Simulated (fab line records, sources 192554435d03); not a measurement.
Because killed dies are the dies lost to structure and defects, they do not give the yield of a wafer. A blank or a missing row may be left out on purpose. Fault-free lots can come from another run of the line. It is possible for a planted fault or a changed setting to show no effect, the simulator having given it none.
Chamber matching :: flow n5 finfet :: 4 sister chambers for N5_GATE_CUT_CMP_02 on cmp-02
The step polishes, stops on SiO2, t overpolish 12.7 s, target thk 0 nm. 8 wafers are shown with their chamber, then 8 later ones without.

## WAFERS PAIRED WITH THEIR CHAMBERS
wafer: L077.3
chamber: 1
motor current A (A): 9.2
time to endpoint s (s): 26.8

wafer: L077.4
chamber: 3
motor current A (A): 11.3
time to endpoint s (s): 26.0

wafer: L079.1
chamber: 1
motor current A (A): 9.5
time to endpoint s (s): 26.1

wafer: L079.6
chamber: 3
motor current A (A): 11.9
time to endpoint s (s): 25.0

wafer: L080.1
chamber: 0
motor current A (A): 10.7
time to endpoint s (s): 24.3

wafer: L080.4
chamber: 2
motor current A (A): 9.1
time to endpoint s (s): 22.4

wafer: L080.6
chamber: 0
motor current A (A): 10.4
time to endpoint s (s): 23.4

wafer: L085.2
chamber: 2
motor current A (A): 8.9
time to endpoint s (s): 26.6

## WAFERS WITHOUT THEIR CHAMBER
wafer: L085.3
motor current A (A): 9.4
time to endpoint s (s): 22.6

wafer: L085.4
motor current A (A): 10.5
time to endpoint s (s): 28.5

wafer: L095.1
motor current A (A): 10.3
time to endpoint s (s): 26.5

wafer: L095.2
motor current A (A): 11.6
time to endpoint s (s): 25.1

wafer: L095.4
motor current A (A): 8.9
time to endpoint s (s): 25.7

wafer: L096.2
motor current A (A): 12.0
time to endpoint s (s): 24.6

wafer: L096.4
motor current A (A): 9.5
time to endpoint s (s): 25.1

wafer: L096.5
motor current A (A): 9.6
time to endpoint s (s): 27.3

## THE CHAMBER EACH PASSED THROUGH
wafer: L085.3
from the rows above: can't be placed: 2 or 1
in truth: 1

wafer: L085.4
from the rows above: can't be placed: 0 or 1 or 3
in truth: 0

wafer: L095.1
from the rows above: can't be placed: 0 or 1
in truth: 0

wafer: L095.2
from the rows above: 3
in truth: 3

wafer: L095.4
from the rows above: can't be placed: 2 or 1
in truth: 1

wafer: L096.2
from the rows above: 3
in truth: 3

wafer: L096.4
from the rows above: can't be placed: 1 or 2
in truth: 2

wafer: L096.5
from the rows above: can't be placed: 1 or 2
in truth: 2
Correctly placed: 2 of 8. From these rows, 6 cannot be placed; in 6 the true chamber is one of the candidates. Placed wrongly: 0.
How it was worked out, from the rows above alone: a wafer's distance from a chamber is the root of the sum, over the readings, of the square of ((its reading less the chamber's mean) divided by the reading's scatter). The wafer belongs to the nearest chamber; if the next one is less than 2 further off, it can't be placed. Each chamber's mean is taken over the wafers shown for it. How the scatter is found: for the shown wafers, subtract from each reading the mean of its chamber, square and add these, divide the total by (wafers less chambers), then take the root.
